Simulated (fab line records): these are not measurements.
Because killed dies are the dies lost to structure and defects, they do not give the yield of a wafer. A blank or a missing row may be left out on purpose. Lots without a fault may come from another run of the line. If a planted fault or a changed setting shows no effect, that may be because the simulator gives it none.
fab line records	flow n5-finfet
[record] lots = 24	wafers = 72	last-day = 17
route steps=1938 shown BEOL_M4@1067
lots that met no fault: taken from a fault-free run of the same line
start-h: hours from the record's opening day to when the first of the lot's shown wafers began	wait-h: hours elapsed since this lot's preceding step	" unchanged from the row above	L1.1+2: a single row standing in for several wafers	- no value, or no start was given	* or withheld: withheld	< > ~ a bound
route shown NAME@n: a module of which the file shows steps, and the number in the route of the first	usual: mean/standard deviation taken from wafers without a fault	same: alike in all rows	chamber/n: place in a boat	sites: readings site by site	_std_site: standard deviation across them	_edge_site: mean of outer sites minus mean of inner sites	radius-mm: for every site, how far away it sits from the centre of the wafer	mask NAME#n: copy n	behind: tool/chamber where the wafer was last shaped	hold: why the lot was held/for how many hours/how that ended	device: which transistor (n, p or np) failed to switch	end of line: the tests these same wafers got at the end of their route	a step given without rows: its recipe and nothing more	killed: dies lost to structure and defects at the first sort, not the wafer's yield	map: per-die view of a wafer (x killed, . not killed, _ where there is no die)
set.NAME: the run value of the setting; set.NAME@STEP: its run value at that earlier step	model.NAME: the simulator's own value behind a step, which no gauge read
one table for each step of the route and one row for each wafer, over a sample of lots
services: the hour from which a tool's chamber was out of use, counted from the record's first day as start-h (under 0 if before that day), plus the number of hours and why
[[steps]]
[step N5_BEOL_M4_VIA_ETCH_34]
[recipe] chemistry = C4F6/O2	target-depth-a = 694	mask-material = SOC	pressure-mtorr = 15	ion-energy-ev = 250	taper-deg = 4	time-s = 65.9	source-w = 350	bias-w = 170	Ar_flow_sccm = 300	C4F6_flow_sccm = 10	O2_flow_sccm = 10
[usual] bias-w = 170.0/0.57	drypump-motor-current-A = 5.9/0.48	oes-product-au = 0.78/0.08	rf-vpp-V = 666/5	showerhead-plenum-p-Torr = 2.86/0.089	throttle-valve-pct = 30.67/0.3
lot.wafer	tool	chamber	start-h	wait-h	bias-w	drypump-motor-current-A	oes-product-au	rf-hours-counter-h	rf-vpp-V	showerhead-plenum-p-Torr	throttle-valve-pct
L074.3	rie-diel-04	1	151.35	0.0	170.0	5.7	0.79	120	668	2.85	30.95
L074.4	"	3	"	"	170.3	5.7	0.72	183	667	2.96	30.51
L074.5	"	3	"	"	170.3	5.7	0.73	-	667	2.96	30.50
L075.2	rie-diel-01	3	171.94	0.0	170.3	5.1	0.71	224	659	2.71	30.70
L075.3	"	1	"	"	170.0	6.6	0.87	62	672	2.89	31.23
L075.5	"	0	"	"	170.2	5.5	0.88	-	666	2.89	31.16
L076.2	rie-diel-04	0	174.98	0.0	170.1	6.6	0.70	226	664	2.69	30.38
L076.4	"	1	"	"	170.3	5.7	0.78	126	666	2.85	30.97
L076.6	"	0	"	"	170.4	6.6	0.70	-	664	2.69	30.38
L077.2	rie-diel-04	3	177.86	0.0	170.0	5.7	0.72	190	667	2.95	30.49
L077.4	"	3	"	"	169.9	5.7	0.72	-	667	2.95	30.50
L077.5	"	1	"	"	170.5	5.7	0.77	-	665	2.84	30.96
L078.3	rie-diel-01	0	180.96	0.0	170.1	5.5	0.86	59	666	2.89	31.17
L078.4	"	3	"	"	169.6	5.1	0.71	226	658	2.71	30.71
L078.5	"	3	"	"	169.5	5.1	0.72	-	657	2.70	30.70
L079.1	rie-diel-05	2	190.46	0.0	170.4	6.6	0.77	152	664	2.84	30.65
L079.2	"	3	"	"	169.1	5.5	0.77	133	667	2.98	30.88
L079.6	"	3	"	"	169.4	5.6	0.78	-	666	2.98	30.90
L080.1	rie-diel-05	2	200.39	0.0	169.6	6.6	0.76	157	663	2.84	30.65
L080.2	"	3	"	"	170.4	5.6	0.77	137	665	2.98	30.92
L080.5	"	3	"	"	170.1	5.5	0.77	-	666	2.98	30.88
L082.1	rie-diel-04	3	200.58	0.0	170.6	5.6	0.72	202	667	2.95	30.52
L082.3	"	2	"	"	171.3	5.7	0.92	4	656	2.91	30.33
L082.6	"	0	"	"	169.1	6.6	0.69	-	665	2.68	30.42
L081.2	rie-diel-04	3	207.07	0.0	170.5	5.7	0.71	205	666	2.95	30.51
L081.3	"	1	"	"	169.6	5.7	0.76	144	667	2.84	30.99
L081.4	"	2	"	"	171.0	5.8	0.92	7	657	2.91	30.32
L083.2	rie-diel-04	3	207.91	0.0	170.4	5.7	0.71	205	666	2.95	30.53
L083.3	"	0	"	"	170.0	6.6	0.69	243	663	2.68	30.41
L083.6	"	3	"	"	170.4	5.6	0.72	-	667	2.95	30.49
L084.2	rie-diel-04	0	222.13	0.0	170.5	6.6	0.68	249	662	2.68	30.40
L084.3	"	2	"	"	170.3	5.7	0.92	11	657	2.90	30.33
L084.6	"	2	"	"	169.0	5.7	0.90	-	657	2.90	30.33
L085.1	rie-diel-01	1	223.31	0.0	168.3	6.6	0.85	72	671	2.89	31.24
L085.4	"	0	"	"	169.9	5.5	0.85	-	665	2.89	31.20
L085.5	"	2	"	"	169.9	6.6	0.69	-	668	2.82	30.74
L087.3	rie-diel-05	0	236.64	0.0	169.8	5.6	0.81	108	671	2.75	30.48
L087.4	"	1	"	"	168.3	6.3	0.93	19	675	2.91	30.51
L087.6	"	1	"	"	168.8	6.3	0.93	-	674	2.91	30.52
L086.4	rie-diel-01	0	242.19	0.0	170.2	5.5	0.86	-	667	2.88	31.19
L086.5	"	1	"	"	168.4	6.6	0.83	-	669	2.89	31.24
L086.6	"	3	"	"	170.0	5.1	0.71	-	656	2.70	30.70
L089.1	rie-diel-04	3	244.77	0.0	169.8	5.6	0.71	220	668	2.94	30.54
L089.2	"	2	"	"	170.4	5.7	0.88	20	656	2.90	30.32
L089.4	"	1	"	"	169.2	5.7	0.75	-	665	2.83	30.99
L088.1	rie-diel-04	1	248.65	0.0	170.2	5.7	0.75	160	666	2.83	31.01
L088.4	"	1	"	"	169.7	5.7	0.75	-	665	2.83	31.01
L088.6	"	3	"	"	170.7	5.7	0.70	-	666	2.94	30.53
L090.2	rie-diel-04	2	252.40	0.0	169.4	5.8	0.87	26	656	2.90	30.33
L090.3	"	3	"	"	170.6	5.6	0.70	225	666	2.94	30.55
L090.5	"	3	"	"	170.2	5.6	0.69	-	667	2.94	30.53
L091.1	rie-diel-05	0	262.28	0.0	170.7	5.6	0.80	116	669	2.74	30.48
L091.3	"	1	"	"	170.2	6.2	0.91	29	675	2.91	30.52
L091.6	"	3	"	"	169.8	5.6	0.75	-	665	2.97	30.92
L092.3	rie-diel-05	1	267.84	0.0	170.2	6.3	0.90	31	674	2.91	30.53
L092.5	"	1	"	"	170.5	6.3	0.90	-	674	2.91	30.52
L092.6	"	2	"	"	170.1	6.6	0.74	-	665	2.83	30.68
L094.1	rie-diel-05	3	274.45	0.0	171.0	5.6	0.75	163	665	2.96	30.92
L094.5	"	2	"	"	170.8	6.6	0.74	-	664	2.83	30.66
L094.6	"	3	"	"	170.3	5.5	0.74	-	665	2.96	30.93
L093.2	rie-diel-01	2	274.48	0.0	170.0	6.6	0.68	227	668	2.81	30.75
L093.4	"	1	"	"	170.2	6.6	0.83	92	670	2.88	31.25
L093.6	"	1	"	"	170.0	6.6	0.83	-	671	2.88	31.28
L095.2	rie-diel-04	2	280.09	0.0	169.6	5.8	0.87	33	656	2.89	30.35
L095.4	"	0	"	"	169.8	6.6	0.96	10	675	3.01	30.10
L095.6	"	0	"	"	169.7	6.6	0.96	-	674	3.01	30.10
L096.1	rie-diel-05	1	289.95	0.0	170.1	6.3	0.87	38	674	2.90	30.52
L096.2	"	3	"	"	169.6	5.6	0.74	169	665	2.96	30.93
L096.6	"	0	"	"	169.7	5.6	0.78	-	670	2.74	30.48
L097.2	rie-diel-04	2	306.10	0.0	170.7	5.7	0.85	42	655	2.89	30.36
L097.3	"	3	"	"	170.0	5.7	0.68	245	667	2.93	30.55
L097.5	"	3	"	"	170.8	5.7	0.69	-	666	2.93	30.55
[step N5_BEOL_M4_TRENCH_ETCH_37]
[recipe] chemistry = C4F6/O2	target-depth-a = 555.55	target = SiOC	time-s = 29.2	ion-energy-ev = 250	pressure-mtorr = 30	source-w = 355	bias-w = 185	Ar_flow_sccm = 300	C4F6_flow_sccm = 10	O2_flow_sccm = 10
[usual] bias-w = 185.0/0.63	drypump-motor-current-A = 5.9/0.47	oes-product-au = 0.78/0.08	rf-vpp-V = 666/5	showerhead-plenum-p-Torr = 2.87/0.088	throttle-valve-pct = 20.81/0.28
lot.wafer	tool	chamber	start-h	wait-h	bias-w	drypump-motor-current-A	oes-product-au	rf-hours-counter-h	rf-vpp-V	showerhead-plenum-p-Torr	throttle-valve-pct
L074.3	rie-diel-04	1	-	-	184.1	5.7	0.78	120	667	2.85	21.08
L074.4	"	3	"	"	185.0	5.7	0.72	183	666	2.96	20.66
L074.5	"	3	"	"	184.1	5.7	0.72	-	667	2.96	20.67
L075.2	rie-diel-01	3	-	-	184.2	5.1	0.71	224	657	2.71	20.91
L075.3	"	1	"	"	185.1	6.6	0.87	62	671	2.90	21.25
L075.5	"	0	"	"	184.5	5.5	0.87	-	667	2.89	21.19
L076.2	rie-diel-04	0	-	-	184.4	6.6	0.70	226	665	2.69	20.60
L076.4	"	1	"	"	185.3	5.7	0.78	126	667	2.85	21.10
L076.6	"	0	"	"	185.1	6.7	0.70	-	664	2.69	20.60
L077.2	rie-diel-04	3	-	-	184.4	5.6	0.73	190	667	2.96	20.68
L077.4	"	3	"	"	185.2	5.7	0.72	-	666	2.96	20.67
L077.5	"	1	"	"	185.1	5.7	0.78	-	667	2.85	21.09
L078.3	rie-diel-01	0	-	-	186.3	5.5	0.86	59	665	2.89	21.21
L078.4	"	3	"	"	185.4	5.1	0.72	226	656	2.71	20.92
L078.5	"	3	"	"	184.4	5.1	0.72	-	657	2.71	20.91
L079.1	rie-diel-05	2	-	-	185.4	6.6	0.77	152	664	2.85	20.86
L079.2	"	3	"	"	184.5	5.5	0.77	133	666	2.98	21.01
L079.6	"	3	"	"	185.1	5.6	0.78	-	666	2.98	21.02
L080.1	rie-diel-05	2	-	-	184.5	6.6	0.76	157	663	2.85	20.86
L080.2	"	3	"	"	184.6	5.6	0.77	138	665	2.98	21.02
L080.5	"	3	"	"	184.2	5.6	0.76	-	664	2.98	21.03
L082.1	rie-diel-04	3	-	-	186.1	5.7	0.72	202	667	2.95	20.69
L082.3	"	2	"	"	184.6	5.7	0.93	4	657	2.91	20.33
L082.6	"	0	"	"	185.2	6.6	0.70	-	664	2.69	20.63
L081.2	rie-diel-04	3	-	-	185.9	5.7	0.71	205	668	2.95	20.69
L081.3	"	1	"	"	185.0	5.7	0.77	144	667	2.84	21.12
L081.4	"	2	"	"	185.4	5.7	0.91	7	656	2.91	20.34
L083.2	rie-diel-04	3	-	-	184.4	5.6	0.71	205	668	2.95	20.69
L083.3	"	0	"	"	185.7	6.6	0.69	243	664	2.69	20.63
L083.6	"	3	"	"	184.6	5.7	0.71	-	667	2.95	20.69
L084.2	rie-diel-04	0	-	-	184.0	6.6	0.68	249	664	2.68	20.64
L084.3	"	2	"	"	185.6	5.7	0.91	11	656	2.91	20.36
L084.6	"	2	"	"	185.4	5.7	0.90	-	656	2.91	20.35
L085.1	rie-diel-01	1	-	-	185.2	6.6	0.85	72	672	2.89	21.26
L085.4	"	0	"	"	185.3	5.5	0.86	-	666	2.89	21.20
L085.5	"	2	"	"	186.1	6.6	0.69	-	668	2.82	20.88
L087.3	rie-diel-05	0	-	-	185.9	5.6	0.80	108	670	2.75	20.70
L087.4	"	1	"	"	186.0	6.3	0.92	19	675	2.92	20.59
L087.6	"	1	"	"	185.8	6.3	0.92	-	675	2.92	20.58
L086.4	rie-diel-01	0	-	-	185.6	5.5	0.86	-	668	2.89	21.21
L086.5	"	1	"	"	184.5	6.6	0.85	-	672	2.89	21.28
L086.6	"	3	"	"	184.5	5.1	0.70	-	657	2.71	20.94
L089.1	rie-diel-04	3	-	-	184.8	5.6	0.70	220	667	2.94	20.72
L089.2	"	2	"	"	186.5	5.7	0.88	20	658	2.90	20.35
L089.4	"	1	"	"	184.8	5.7	0.76	-	666	2.84	21.14
L088.1	rie-diel-04	1	-	-	185.2	5.7	0.75	160	666	2.83	21.13
L088.4	"	1	"	"	184.2	5.7	0.75	-	666	2.83	21.12
L088.6	"	3	"	"	185.9	5.6	0.69	-	666	2.94	20.71
L090.2	rie-diel-04	2	-	-	184.0	5.8	0.88	26	656	2.90	20.38
L090.3	"	3	"	"	184.2	5.6	0.69	226	666	2.94	20.73
L090.5	"	3	"	"	185.1	5.6	0.70	-	666	2.94	20.74
L091.1	rie-diel-05	0	-	-	185.2	5.6	0.79	116	670	2.75	20.72
L091.3	"	1	"	"	185.8	6.3	0.90	29	674	2.91	20.60
L091.6	"	3	"	"	184.1	5.6	0.75	-	665	2.97	21.06
L092.3	rie-diel-05	1	-	-	184.8	6.3	0.90	31	674	2.91	20.61
L092.5	"	1	"	"	184.0	6.3	0.89	-	675	2.91	20.59
L092.6	"	2	"	"	184.8	6.6	0.74	-	663	2.83	20.91
L094.1	rie-diel-05	3	-	-	185.8	5.6	0.75	163	665	2.97	21.05
L094.5	"	2	"	"	184.1	6.6	0.73	-	663	2.83	20.91
L094.6	"	3	"	"	184.6	5.6	0.75	-	665	2.97	21.06
L093.2	rie-diel-01	2	-	-	184.8	6.6	0.68	227	668	2.82	20.91
L093.4	"	1	"	"	184.7	6.5	0.82	92	671	2.89	21.28
L093.6	"	1	"	"	185.3	6.6	0.83	-	671	2.89	21.29
L095.2	rie-diel-04	2	-	-	184.5	5.8	0.86	33	655	2.90	20.39
L095.4	"	0	"	"	184.0	6.6	0.96	10	675	3.02	20.27
L095.6	"	0	"	"	184.7	6.6	0.96	-	675	3.02	20.26
L096.1	rie-diel-05	1	-	-	185.5	6.3	0.89	38	675	2.91	20.62
L096.2	"	3	"	"	184.9	5.6	0.75	169	665	2.97	21.06
L096.6	"	0	"	"	184.7	5.6	0.79	-	671	2.74	20.73
L097.2	rie-diel-04	2	-	-	185.2	5.8	0.83	42	655	2.89	20.38
L097.3	"	3	"	"	185.3	5.7	0.68	245	665	2.93	20.76
L097.5	"	3	"	"	184.8	5.7	0.68	-	666	2.93	20.75
[step N5_BEOL_M4_CD_MEAS_35]
[recipe] target-cd-nm = 18	target-cd-y-nm = 22.4	polarity = opening
[usual] cd-nm = 18.0/0.34
lot.wafer	tool	chamber	start-h	wait-h	cd-nm
L074.3	cd-sem-02	-	151.76	0.0	17.6
L074.4	"	-	"	"	17.8
L074.5	"	-	"	"	17.8
L075.2	cd-sem-02	-	172.36	0.0	17.6
L075.3	"	-	"	"	17.9
L075.5	"	-	"	"	17.7
L076.2	cd-sem-03	-	175.38	0.0	17.9
L076.4	"	-	"	"	18.2
L076.6	"	-	"	"	18.4
L077.2	cd-sem-03	-	178.27	0.0	17.8
L077.4	"	-	"	"	17.9
L077.5	"	-	"	"	17.7
L078.3	cd-sem-01	-	181.38	0.0	17.9
L078.4	"	-	"	"	17.7
L078.5	"	-	"	"	17.4
L079.1	cd-sem-03	-	190.89	0.0	18.2
L079.2	"	-	"	"	18.2
L079.6	"	-	"	"	18.8
L080.1	cd-sem-01	-	200.80	0.0	18.1
L080.2	"	-	"	"	18.6
L080.5	"	-	"	"	18.4
L082.1	cd-sem-01	-	200.98	0.0	17.9
L082.3	"	-	"	"	18.0
L082.6	"	-	"	"	18.3
L081.2	cd-sem-02	-	207.48	0.0	18.4
L081.3	"	-	"	"	17.3
L081.4	"	-	"	"	18.1
L083.2	cd-sem-01	-	208.34	0.0	18.4
L083.3	"	-	"	"	17.7
L083.6	"	-	"	"	17.8
L084.2	cd-sem-02	-	222.54	0.0	18.2
L084.3	"	-	"	"	17.8
L084.6	"	-	"	"	17.9
L085.1	cd-sem-03	-	223.71	0.0	17.8
L085.4	"	-	"	"	17.9
L085.5	"	-	"	"	17.9
L087.3	cd-sem-03	-	237.05	0.0	18.0
L087.4	"	-	"	"	17.8
L087.6	"	-	"	"	17.8
L086.4	cd-sem-03	-	242.57	0.0	18.1
L086.5	"	-	"	"	17.5
L086.6	"	-	"	"	17.9
L089.1	cd-sem-03	-	245.17	0.0	17.8
L089.2	"	-	"	"	18.4
L089.4	"	-	"	"	18.1
L088.1	cd-sem-02	-	249.06	0.0	17.4
L088.4	"	-	"	"	17.9
L088.6	"	-	"	"	17.6
L090.2	cd-sem-01	-	252.81	0.0	17.7
L090.3	"	-	"	"	18.0
L090.5	"	-	"	"	17.9
L091.1	cd-sem-03	-	262.69	0.0	18.0
L091.3	"	-	"	"	18.3
L091.6	"	-	"	"	17.8
L092.3	cd-sem-03	-	268.25	0.0	18.4
L092.5	"	-	"	"	18.2
L092.6	"	-	"	"	18.4
L094.1	cd-sem-02	-	274.86	0.0	17.7
L094.5	"	-	"	"	17.5
L094.6	"	-	"	"	18.5
L093.2	cd-sem-01	-	274.96	0.0	17.5
L093.4	"	-	"	"	18.2
L093.6	"	-	"	"	18.0
L095.2	cd-sem-02	-	280.50	0.0	18.1
L095.4	"	-	"	"	18.2
L095.6	"	-	"	"	17.6
L096.1	cd-sem-03	-	290.36	0.0	18.4
L096.2	"	-	"	"	18.7
L096.6	"	-	"	"	18.5
L097.2	cd-sem-03	-	306.51	0.0	18.0
L097.3	"	-	"	"	18.2
L097.5	"	-	"	"	18.4
[step N5_BEOL_M4_DEGAS_44]
[recipe] ambient = vacuum	temp-c = 250	time-s = 60
[usual] heater-power-w = 331/34
lot.wafer	tool	chamber	start-h	wait-h	heater-power-w
L074.3	pvd-sputter-03	-	151.97	0.2	343
L074.4	"	-	"	"	342
L074.5	"	-	"	"	347
L075.2	pvd-sputter-01	-	172.56	0.2	364
L075.3	"	-	"	"	315
L075.5	"	-	"	"	326
L076.2	pvd-sputter-03	-	176.13	0.7	325
L076.4	"	-	"	"	333
L076.6	"	-	"	"	346
L077.2	pvd-sputter-03	-	178.63	0.4	336
L077.4	"	-	"	"	343
L077.5	"	-	"	"	334
L078.3	pvd-sputter-01	-	181.61	0.2	328
L078.4	"	-	"	"	397
L078.5	"	-	"	"	360
L079.1	pvd-sputter-01	-	191.21	0.3	357
L079.2	"	-	"	"	308
L079.6	"	-	"	"	402
L080.1	pvd-sputter-03	-	200.90	0.1	337
L080.2	"	-	"	"	290
L080.5	"	-	"	"	345
L082.1	pvd-sputter-01	-	201.06	0.1	357
L082.3	"	-	"	"	405
L082.6	"	-	"	"	356
L081.2	pvd-sputter-01	-	208.29	0.8	346
L081.3	"	-	"	"	326
L081.4	"	-	"	"	393
L083.2	pvd-sputter-03	-	208.53	0.2	343
L083.3	"	-	"	"	291
L083.6	"	-	"	"	286
L084.2	pvd-sputter-01	-	222.77	0.2	361
L084.3	"	-	"	"	315
L084.6	"	-	"	"	324
L085.1	pvd-sputter-03	-	224.32	0.6	348
L085.4	"	-	"	"	339
L085.5	"	-	"	"	336
L087.3	pvd-sputter-03	-	237.29	0.2	338
L087.4	"	-	"	"	341
L087.6	"	-	"	"	332
L086.4	pvd-sputter-02	-	242.64	0.1	324
L086.5	"	-	"	"	242
L086.6	"	-	"	"	314
L089.1	pvd-sputter-02	-	245.50	0.3	309
L089.2	"	-	"	"	320
L089.4	"	-	"	"	237
L088.1	pvd-sputter-03	-	251.06	2.0	296
L088.4	"	-	"	"	337
L088.6	"	-	"	"	335
L090.2	pvd-sputter-01	-	252.94	0.1	398
L090.3	"	-	"	"	314
L090.5	"	-	"	"	310
L091.1	pvd-sputter-02	-	263.12	0.4	325
L091.3	"	-	"	"	315
L091.6	"	-	"	"	328
L092.3	pvd-sputter-02	-	268.53	0.3	305
L092.5	"	-	"	"	237
L092.6	"	-	"	"	301
L094.1	pvd-sputter-01	-	274.96	0.1	394
L094.5	"	-	"	"	367
L094.6	"	-	"	"	308
L093.2	pvd-sputter-01	-	275.12	0.2	311
L093.4	"	-	"	"	358
L093.6	"	-	"	"	331
L095.2	pvd-sputter-01	-	280.81	0.3	353
L095.4	"	-	"	"	400
L095.6	"	-	"	"	386
L096.1	pvd-sputter-03	-	290.81	0.4	296
L096.2	"	-	"	"	345
L096.6	"	-	"	"	332
L097.2	pvd-sputter-03	-	306.65	0.1	297
L097.3	"	-	"	"	338
L097.5	"	-	"	"	324
[step N5_BEOL_M4_SURFACE_TREAT_85]
[recipe] gas = Ar	time-s = *	ion-energy-ev = *	ion-current-ma-cm2 = 0.5	pressure-mtorr = *	ar-flow-sccm = 30
[usual] ar-flow-sccm = 29.98/0.086	throttle-valve-pct = *
lot.wafer	tool	chamber	start-h	wait-h	ar-flow-sccm	throttle-valve-pct
L074.3	pvd-sputter-01	-	152.54	0.2	29.83	*
L074.4	"	-	"	"	30.03	*
L074.5	"	-	"	"	29.92	*
L075.2	pvd-sputter-02	-	172.94	0.2	30.04	*
L075.3	"	-	"	"	30.11	*
L075.5	"	-	"	"	29.98	*
L076.2	pvd-sputter-01	-	176.64	0.2	29.96	*
L076.4	"	-	"	"	29.95	*
L076.6	"	-	"	"	30.01	*
L077.2	pvd-sputter-01	-	178.95	0.1	29.90	*
L077.4	"	-	"	"	29.93	*
L077.5	"	-	"	"	30.03	*
L078.3	pvd-sputter-03	-	181.95	0.1	30.19	*
L078.4	"	-	"	"	30.08	*
L078.5	"	-	"	"	30.06	*
L079.1	pvd-sputter-02	-	191.54	0.1	29.92	*
L079.2	"	-	"	"	29.90	*
L079.6	"	-	"	"	30.00	*
L080.1	pvd-sputter-03	-	201.35	0.2	30.00	*
L080.2	"	-	"	"	29.96	*
L080.5	"	-	"	"	29.85	*
L082.1	pvd-sputter-01	-	201.39	0.1	29.97	*
L082.3	"	-	"	"	29.99	*
L082.6	"	-	"	"	29.99	*
L081.2	pvd-sputter-03	-	208.62	0.1	29.87	*
L081.3	"	-	"	"	29.96	*
L081.4	"	-	"	"	29.92	*
L083.2	pvd-sputter-01	-	208.92	0.2	29.88	*
L083.3	"	-	"	"	29.88	*
L083.6	"	-	"	"	30.11	*
L084.2	pvd-sputter-01	-	223.17	0.1	29.92	*
L084.3	"	-	"	"	29.94	*
L084.6	"	-	"	"	30.05	*
L085.1	pvd-sputter-03	-	224.72	0.1	30.06	*
L085.4	"	-	"	"	30.04	*
L085.5	"	-	"	"	29.85	*
L087.3	pvd-sputter-03	-	237.99	0.4	29.95	*
L087.4	"	-	"	"	30.10	*
L087.6	"	-	"	"	30.11	*
L086.4	pvd-sputter-03	-	242.99	0.1	29.94	*
L086.5	"	-	"	"	30.02	*
L086.6	"	-	"	"	29.97	*
L089.1	pvd-sputter-03	-	245.88	0.2	29.87	*
L089.2	"	-	"	"	29.95	*
L089.4	"	-	"	"	29.94	*
L088.1	pvd-sputter-03	-	251.84	0.4	30.07	*
L088.4	"	-	"	"	30.05	*
L088.6	"	-	"	"	30.00	*
L090.2	pvd-sputter-01	-	253.34	0.2	30.01	*
L090.3	"	-	"	"	30.09	*
L090.5	"	-	"	"	29.95	*
L091.1	pvd-sputter-02	-	263.75	0.3	30.08	*
L091.3	"	-	"	"	30.19	*
L091.6	"	-	"	"	30.09	*
L092.3	pvd-sputter-02	-	268.93	0.2	29.92	*
L092.5	"	-	"	"	30.01	*
L092.6	"	-	"	"	30.07	*
L094.1	pvd-sputter-01	-	275.30	0.1	30.09	*
L094.5	"	-	"	"	29.93	*
L094.6	"	-	"	"	29.97	*
L093.2	pvd-sputter-03	-	275.51	0.2	29.98	*
L093.4	"	-	"	"	29.99	*
L093.6	"	-	"	"	30.01	*
L095.2	pvd-sputter-02	-	281.25	0.2	30.03	*
L095.4	"	-	"	"	30.14	*
L095.6	"	-	"	"	30.11	*
L096.1	pvd-sputter-03	-	291.21	0.2	30.10	*
L096.2	"	-	"	"	29.91	*
L096.6	"	-	"	"	30.09	*
L097.2	pvd-sputter-03	-	306.98	0.1	29.80	*
L097.3	"	-	"	"	29.96	*
L097.5	"	-	"	"	30.05	*
[step N5_BEOL_M4_SPUTTER_92]
[recipe] material = Cu	target-thk-a = 45	temp-c = -20	chamber-pressure-pa = 0.07	power-w = withheld	time-s = 8.29
[usual] throttle-valve-pct = 29.6/1.5
lot.wafer	tool	chamber	start-h	wait-h	throttle-valve-pct
L074.3	pvd-sputter-02	-	154.33	0.1	29.6
L074.4	"	-	"	"	29.5
L074.5	"	-	"	"	30.6
L075.2	pvd-sputter-01	-	174.58	0.1	30.6
L075.3	"	-	"	"	27.8
L075.5	"	-	"	"	29.8
L076.2	pvd-sputter-01	-	178.26	0.1	26.6
L076.4	"	-	"	"	29.6
L076.6	"	-	"	"	30.5
L077.2	pvd-sputter-01	-	180.49	0.1	29.6
L077.4	"	-	"	"	30.6
L077.5	"	-	"	"	26.6
L078.3	pvd-sputter-03	-	183.49	0.1	31.2
L078.4	"	-	"	"	30.5
L078.5	"	-	"	"	30.6
L079.1	pvd-sputter-02	-	194.99	0.1	30.7
L079.2	"	-	"	"	29.7
L079.6	"	-	"	"	29.6
L080.1	pvd-sputter-01	-	202.96	0.1	27.4
L080.2	"	-	"	"	30.4
L080.5	"	-	"	"	29.9
L082.1	pvd-sputter-03	-	204.76	0.1	29.4
L082.3	"	-	"	"	31.0
L082.6	"	-	"	"	31.4
L081.2	pvd-sputter-03	-	210.20	0.1	29.3
L081.3	"	-	"	"	31.1
L081.4	"	-	"	"	30.5
L083.2	pvd-sputter-02	-	210.66	0.1	29.5
L083.3	"	-	"	"	31.1
L083.6	"	-	"	"	29.6
L084.2	pvd-sputter-01	-	224.77	0.1	26.4
L084.3	"	-	"	"	27.9
L084.6	"	-	"	"	29.7
L085.1	pvd-sputter-01	-	226.61	0.1	26.7
L085.4	"	-	"	"	27.6
L085.5	"	-	"	"	27.8
L087.3	pvd-sputter-01	-	239.86	0.1	26.4
L087.4	"	-	"	"	29.9
L087.6	"	-	"	"	29.5
L086.4	pvd-sputter-02	-	244.66	0.1	29.4
L086.5	"	-	"	"	30.8
L086.6	"	-	"	"	29.5
L089.1	pvd-sputter-03	-	247.42	0.1	31.2
L089.2	"	-	"	"	30.9
L089.4	"	-	"	"	30.7
L088.1	pvd-sputter-02	-	253.61	0.1	29.5
L088.4	"	-	"	"	30.7
L088.6	"	-	"	"	29.7
L090.2	pvd-sputter-01	-	255.02	0.1	26.6
L090.3	"	-	"	"	27.7
L090.5	"	-	"	"	27.4
L091.1	pvd-sputter-03	-	266.84	0.1	31.1
L091.3	"	-	"	"	30.5
L091.6	"	-	"	"	29.3
L092.3	pvd-sputter-01	-	271.91	0.1	30.6
L092.5	"	-	"	"	27.6
L092.6	"	-	"	"	26.5
L094.1	pvd-sputter-01	-	276.86	0.1	29.7
L094.5	"	-	"	"	30.4
L094.6	"	-	"	"	26.6
L093.2	pvd-sputter-02	-	277.07	0.1	29.5
L093.4	"	-	"	"	29.5
L093.6	"	-	"	"	29.5
L095.2	pvd-sputter-03	-	282.84	0.1	31.2
L095.4	"	-	"	"	31.2
L095.6	"	-	"	"	31.1
L096.1	pvd-sputter-03	-	292.75	0.1	30.6
L096.2	"	-	"	"	29.2
L096.6	"	-	"	"	31.0
L097.2	pvd-sputter-03	-	308.60	0.1	31.3
L097.3	"	-	"	"	29.2
L097.5	"	-	"	"	31.4
[[services]]
tool	chamber	start-h	hours	kind
rie-diel-04	1	160.26	9.4	repair
rie-diel-05	1	168.24	-	clean
rie-diel-05	1	168.24	-	consumable-replace:esc
rie-diel-05	1	168.24	-	consumable-replace:focus-ring
rie-diel-04	2	175.20	-	clean
rie-diel-04	2	175.20	-	consumable-replace:focus-ring
rie-diel-04	2	175.20	17.6	scheduled-down
rie-diel-04	2	175.20	17.6	vent-cycle
rie-diel-01	-	182.64	29.3	repair
rie-diel-04	2	210.03	5.3	repair
rie-diel-04	1	217.31	5.0	repair
rie-diel-01	3	221.31	4.5	repair
rie-diel-04	0	226.04	-	clean
rie-diel-04	0	226.04	-	consumable-replace:focus-ring
rie-diel-04	0	226.04	-	consumable-replace:showerhead
rie-diel-04	0	226.04	31.1	scheduled-down
rie-diel-04	0	226.04	31.1	vent-cycle
rie-diel-01	2	240.16	6.1	repair
rie-diel-04	1	265.61	2.8	repair
rie-diel-04	1	270.86	4.3	repair
rie-diel-04	3	283.85	4.2	repair
rie-diel-01	1	284.52	2.1	repair
rie-diel-04	2	298.45	3.9	repair
rie-diel-01	3	303.05	3.8	repair
[[key]]
fault none
